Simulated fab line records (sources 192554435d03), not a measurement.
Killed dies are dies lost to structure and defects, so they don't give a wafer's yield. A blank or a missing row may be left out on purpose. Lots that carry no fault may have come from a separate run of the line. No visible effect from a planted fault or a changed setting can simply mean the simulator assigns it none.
Problem report in the 8D (eight disciplines) form, filled by code ; flow n5 finfet ; the parts of the form that need people (team, actions taken, sign-off) are left out

1. THE PROBLEM
Wafers free of any fault read 219.8 nm (standard deviation 1.7) for GC_FILL_THK at N5_GATE_CUT_THK_MEAS_24, against a mean of 255.6 nm on 4 wafers of 2 lots. Relative to the usual mean, that is a shift of +21 standard deviations.
Seen first at day 7 05:32 on film metro-01, wafer L203.1. The record has a number at this step for 24 wafers belonging to 8 lots. Rule for "out", or "out of limits": more than 4 standard deviations from the usual mean. Any other wafer with a number is counted as sound.

2. WHAT IT IS AND WHAT IT IS NOT
question;is;is not
which readings at this step;GC_FILL_THK;-
which lots;L203, L205;L193, L195, L209, L210, L211, L215
which wafers of those lots;L203.1, L203.5, L205.1, L205.3;L203.4, L205.4
read on which gauges;film metro-01;film metro-02
when;from day 7 05:32;"up to then (7 sound wafers); but 13 sound wafers of L205, L209, L210, L211, L215 came after"

3. SUSPECTS, AND WHAT RULES EACH OUT
Counting: a tool at a process step up to the reading stays a suspect if it ran every lot that is out. Sound lots after the first of them don't rule it out here, since some wafers of a struck lot are sound.
- the gauge at N5_GATE_CUT_THK_MEAS_24 has been ruled out. All the wafers that are out were read on film metro-01, but those of them that N5_GATE_CUT_HM_OPEN_40 has rows for are out there too, on other tools.
- pecvd-03 at N5_GATE_CUT_HM_DEP_46 (deposits SiO2 from TEOS/O2, target thk 130 nm, time 26.6 s): kept. Ran every lot that is out, first one L203 (day 7 02:27); last sound lot up to then L195 (day 5 00:55).
- rie metal-03 at N5_GATE_CUT_ETCH_47 (etches SiO2 in Cl2/BCl3, target depth 10 nm): kept. Ran every lot that is out, first one L203 (day 7 03:27); last sound lot up to then L193 (day 4 18:34).
Remaining after the count are pecvd-03 at N5_GATE_CUT_HM_DEP_46 and rie metal-03 at N5_GATE_CUT_ETCH_47.

4. THE CAUSE (what the simulator had put in)
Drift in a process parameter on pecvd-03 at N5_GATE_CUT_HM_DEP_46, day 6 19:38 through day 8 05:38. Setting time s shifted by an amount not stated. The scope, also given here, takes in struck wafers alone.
Counting leaves 2 suspects; this tool is one of them.

5. SEQUENCE OF EFFECTS, ordered by route
One row per reading whose mean, taken over the struck wafers that have a number, lies over 3 standard deviations from the usual. Scope: only readings with a usual standard deviation given in the record; hours: median across lots of the time from each lot's start at the first step in this table that gives one to its start at this step; sigmas: change in usual standard deviations.
hours;step;reading;usual;on struck wafers;change;sigmas
0;N5_GATE_CUT_HM_OPEN_40;etch rf on time s;93.8 s;119.0;+25.2;+15
2;N5_GATE_CUT_THK_MEAS_24;GC_FILL_THK;219.8 nm;255.6;+35.8;+21
It contains these process steps:
- N5_GATE_CUT_HM_OPEN_40: chemistry C4F6/O2, target SiO2, target depth 139 nm, time 85.1 s.
Later measuring or inspecting steps at which every struck wafer that the step has a row for has a number for every such reading, and none has moved that far: N5_BEOL_M4_RC_MEAS_101.

6. HOW IT WOULD HAVE BEEN CAUGHT EARLIER
The first out-of-limits reading at a measuring or inspecting step in this record came at day 7 05:32, 10 hours after the fault's start at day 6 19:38.
An alarm limit of 4 standard deviations would not have fired on the tool readings at N5_GATE_CUT_HM_DEP_46 for which the record gives a usual standard deviation, since none of them was out on any struck wafer.
Lots out: 2; of these, L205 started N5_GATE_CUT_HM_DEP_46 on pecvd-03 after day 7 05:32. Putting the tool on hold at that point would have spared it.
